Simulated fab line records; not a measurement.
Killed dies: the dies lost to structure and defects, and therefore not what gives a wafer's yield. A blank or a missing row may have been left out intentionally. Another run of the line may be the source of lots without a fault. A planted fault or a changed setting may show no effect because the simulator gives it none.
Which tool was responsible? ; flow n5Finfet ; Sampling: 10 lots, 30 wafers, 6 of 1938 route steps

WHAT EACH GAUGE READ, for each wafer
N5_FIN_SAQP_THK_MEAS_07. Usual: thkNm at 59.9 nm, with a standard deviation of 0.8.
lot;measured;on;thkNm (nm);flag
L857;day 2 08:55;filmMetro-02;60.2 59.3 60.6;
L861;day 3 10:06;filmMetro-01;60.4 59.7 60.7;
L863;day 3 20:47;filmMetro-01;59.9 60.7 60.6;
L864;day 4 03:24;filmMetro-01;59.6 61.2 61.2;
L866;day 4 15:38;filmMetro-02;59.5 60.6 60.2;
L869;day 5 08:50;filmMetro-02;59.2 58.9 60.1;
L870;day 5 15:12;filmMetro-01;60.0 59.6 60.9;
L874;day 6 14:31;filmMetro-01;59.0 59.2 60.3;
L876;day 7 03:21;filmMetro-02;59.5 59.4 60.8;
L877;day 7 08:55;filmMetro-01;59.8 60.5 61.7;

N5_FIN_SAQP_CD_MEAS_16: target cd 35.6 nm. Usual: cdNm at 35.60 nm, with a standard deviation of 0.26.
lot;measured;on;cdNm (nm);flag
L857;day 2 09:23;cdSem-03;35.99 35.53 35.27;
L861;day 3 10:35;cdSem-02;35.87 35.80 35.80;
L863;day 3 21:16;cdSem-02;35.37 32.69 35.51;OFF
L864;day 4 03:53;cdSem-02;35.20 35.90 32.70;OFF
L866;day 4 16:07;cdSem-03;35.72 32.76 32.65;OFF
L869;day 5 09:20;cdSem-01;35.40 34.91 35.16;
L870;day 5 15:41;cdSem-02;35.46 35.76 35.77;
L874;day 6 14:55;cdSem-03;35.83 35.59 35.57;
L876;day 7 03:50;cdSem-01;35.51 35.68 35.63;
L877;day 7 09:24;cdSem-03;36.09 35.61 36.02;

N5_BEOL_M4_RC_MEAS_101. Usual: DIBL_N 36.3 mV/V, standard deviation 1.6; DIBL_P 36.5 mV/V, standard deviation 1.6; IOFF_N 0.163 nA/um, standard deviation 0.026; IOFF_P 0.22 nA/um, standard deviation 0.033; ION_N 676 uA/um, standard deviation 9.9; ION_P 464 uA/um, standard deviation 6.5; SS_N 71.5 mV/dec, standard deviation 0.5; SS_P 73.3 mV/dec, standard deviation 0.64; VT_N 249.3 mV, standard deviation 2.9; VT_P -250 mV, standard deviation 3.2.
lot;measured;on;DIBL_N (mV/V);DIBL_P (mV/V);IOFF_N (nA/um);IOFF_P (nA/um);ION_N (uA/um);ION_P (uA/um);SS_N (mV/dec);SS_P (mV/dec);VT_N (mV);VT_P (mV);flag
L857;day 9 08:17;prober-02;36.5 38.0 35.6;35.4 37.1 34.9;0.157 0.188 0.149;0.23 0.26 0.22;674 685 695;461 476 479;72.0 72.2 71.3;72.8 73.8 73.0;251.4 244.5 246.2;-249 -245 -246;
L861;day 9 23:01;prober-01;35.5 38.1 35.7;36.1 38.4 36.6;0.146 0.192 0.154;0.20 0.24 0.21;666 687 680;453 462 468;71.3 71.6 70.6;73.2 73.6 73.5;252.9 246.5 246.8;-253 -249 -251;
L863;day 10 19:06;prober-01;34.5 34.2 33.9;35.3 35.9 34.6;0.135 0.142 0.129;0.17 0.18 0.17;670 682 674;452 464 461;71.3 71.1 71.5;72.5 72.5 72.6;252.4 249.9 249.3;-254 -250 -252;
L864;day 10 18:48;prober-02;38.9 39.4 39.1;37.9 38.2 37.9;0.218 0.235 0.222;0.28 0.28 0.28;683 689 696;474 469 473;72.0 72.1 72.5;73.7 74.2 73.8;246.9 242.8 244.2;-247 -246 -245;
L866;day 11 17:46;prober-01;35.7 33.8 35.4;35.7 33.9 36.0;0.159 0.133 0.158;0.22 0.20 0.23;679 664 672;465 467 460;71.2 70.5 71.8;73.0 72.6 73.0;248.4 249.7 250.1;-249 -249 -248;
L869;day 12 06:45;prober-02;37.3 36.9 36.6;36.9 36.7 36.5;0.188 0.187 0.175;0.22 0.22 0.21;682 675 680;458 459 461;72.1 72.5 72.1;73.1 73.4 72.7;246.8 244.9 248.3;-248 -250 -249;
L870;day 12 02:19;prober-02;33.4 36.1 36.3;33.8 36.6 36.6;0.116 0.158 0.153;0.16 0.20 0.19;656 679 669;456 457 459;70.8 71.7 71.2;72.8 73.6 73.0;254.8 248.3 251.0;-256 -253 -253;
L874;day 13 19:29;prober-01;33.9 34.3 34.3;34.1 34.0 33.9;0.123 0.123 0.128;0.21 0.20 0.21;676 665 663;477 459 467;71.4 71.0 71.2;72.4 73.1 72.2;255.8 254.4 256.5;-246 -248 -247;
L876;day 13 21:23;prober-01;35.9 35.8 35.9;35.8 36.3 36.1;0.146 0.143 0.152;0.20 0.20 0.20;667 671 675;459 467 462;71.0 71.2 71.4;73.1 73.1 72.5;253.6 250.4 251.3;-251 -253 -254;
L877;day 14 04:17;prober-01;36.0 34.9 35.7;37.1 35.2 36.3;0.169 0.145 0.164;0.22 0.19 0.22;669 662 672;465 456 462;71.8 71.6 71.7;73.4 73.5 73.8;249.5 252.3 250.3;-250 -251 -248;

EACH LOT AND THE TOOL THAT RAN IT (in order: tool; ch and the chambers of the sampled wafers; start)
lot;N5_FIN_SAQP_PEB_14;N5_FIN_SAQP_MANDREL_ETCH_22;N5_FIN_SAQP_RECESS_75
L857;lithoTrack-04 ch 0, day 2 09:19;rieSi-06 ch 0,1,2, day 2 10:01;vaporEtch-01 ch 0,1, day 2 10:28
L861;lithoTrack-01 ch 0, day 3 10:31;rieSi-06 ch 0,2,3, day 3 10:59;vaporEtch-02 ch 0,1, day 3 11:41
L863;lithoTrack-04 ch 0, day 3 21:11;rieSi-01 ch 0,1, day 3 21:42;vaporEtch-02 ch 0,1, day 3 22:07
L864;lithoTrack-04 ch 0, day 4 03:49;rieSi-01 ch 1,2, day 4 04:16;vaporEtch-01 ch 0,1, day 4 04:41
L866;lithoTrack-04 ch 0, day 4 16:03;rieSi-01 ch 0,2, day 4 16:31;vaporEtch-02 ch 0,1, day 4 17:02
L869;lithoTrack-03 ch 0, day 5 09:16;rieSi-03 ch 1,2, day 5 09:43;vaporEtch-01 ch 0,1, day 5 10:09
L870;lithoTrack-03 ch 0, day 5 15:37;rieSi-06 ch 0,1,3, day 5 16:13;vaporEtch-02 ch 0,1, day 5 16:41
L874;lithoTrack-01 ch 0, day 6 14:50;rieSi-03 ch 0,1,2, day 6 15:20;vaporEtch-01 ch 0,1, day 6 15:52
L876;lithoTrack-04 ch 0, day 7 03:46;rieSi-01 ch 2,3, day 7 04:13;vaporEtch-01 ch 0,1, day 7 04:47
L877;lithoTrack-04 ch 0, day 7 09:20;rieSi-01 ch 1,2,3, day 7 09:47;vaporEtch-01 ch 0,1, day 7 10:24
- N5_FIN_SAQP_PEB_14: peb time 60 s.
- N5_FIN_SAQP_MANDREL_ETCH_22: etches a-Si in HBr/Cl2, stops on SiNx, target depth 60 nm, bt time 10 s, time 30 s.
- N5_FIN_SAQP_RECESS_75: chemistry HF/NH3, target SiO2, target depth 14.4 nm, afs cycles 3, sublimation time 60 s.

AS READ BY THE TOOLS THEMSELVES (means over the sampled wafers that have a number; for cases with no such wafer, the mark the record gives instead)
N5_FIN_SAQP_MANDREL_ETCH_22. Usual: HBr_flow_sccm 150.0 sccm, standard deviation 0.47; drypumpMotorCurrentA 5.8 A, standard deviation 0.53; oesProductAu 0.767 a.u., standard deviation 0.015; throttleValvePct 35.29 %, standard deviation 0.27.
lot;tool;HBr_flow_sccm (sccm);drypumpMotorCurrentA (A);oesProductAu (a.u.);throttleValvePct (%);flag
L857;rieSi-06;149.8;5.9;0.767;35.50;
L861;rieSi-06;149.8;5.9;0.767;35.63;
L863;rieSi-01;150.1;5.4;0.770;34.90;
L864;rieSi-01;150.3;6.3;0.794;35.41;
L866;rieSi-01;150.0;6.1;0.781;35.23;
L869;rieSi-03;150.1;6.1;0.759;35.21;
L870;rieSi-06;149.8;5.4;0.762;35.53;
L874;rieSi-03;149.9;6.0;0.763;35.22;
L876;rieSi-01;150.0;5.5;0.771;35.38;
L877;rieSi-01;149.9;5.8;0.783;35.36;

N5_FIN_SAQP_RECESS_75. Usual: drypumpMotorCurrentA 5.38 A, standard deviation 0.24; forelinePTorr 0.1280 Torr, standard deviation 0.00069.
lot;tool;drypumpMotorCurrentA (A);forelinePTorr (Torr);flag
L857;vaporEtch-01;5.34;0.1277;
L861;vaporEtch-02;5.35;0.1284;
L863;vaporEtch-02;5.58;0.1281;
L864;vaporEtch-01;5.34;0.1273;
L866;vaporEtch-02;5.57;0.1283;
L869;vaporEtch-01;5.33;0.1281;
L870;vaporEtch-02;5.33;0.1281;
L874;vaporEtch-01;5.35;0.1283;
L876;vaporEtch-01;5.37;0.1285;
L877;vaporEtch-01;5.35;0.1281;

THE ANSWER, worked out from the rows above alone
Rule: take the mean of a lot's wafers that have a number; if it is more than 3 standard deviations from the usual mean, the lot is off. Also off: a lot with no number at a reading for which 4 or more lots have one. Any other lot the step has rows for is counted as sound. Order of review: gauges by route order, followed by the tools' own readings, for which a lot's mean as printed above is used. The first step at which some lot is off is used, and at that step the reading that is off furthest; a lot without a number counts as furthest.
Off, at N5_FIN_SAQP_CD_MEAS_16 on cdNm: L863, L864, L866.
If a tool, at a process step before that reading, ran all the lots that are off and no sound lot after the first of them, it fits. Those tools and the gauges at N5_FIN_SAQP_CD_MEAS_16 are tried in the same way. Of those tried, none fits.

WHAT WAS PUT IN BY THE SIMULATOR
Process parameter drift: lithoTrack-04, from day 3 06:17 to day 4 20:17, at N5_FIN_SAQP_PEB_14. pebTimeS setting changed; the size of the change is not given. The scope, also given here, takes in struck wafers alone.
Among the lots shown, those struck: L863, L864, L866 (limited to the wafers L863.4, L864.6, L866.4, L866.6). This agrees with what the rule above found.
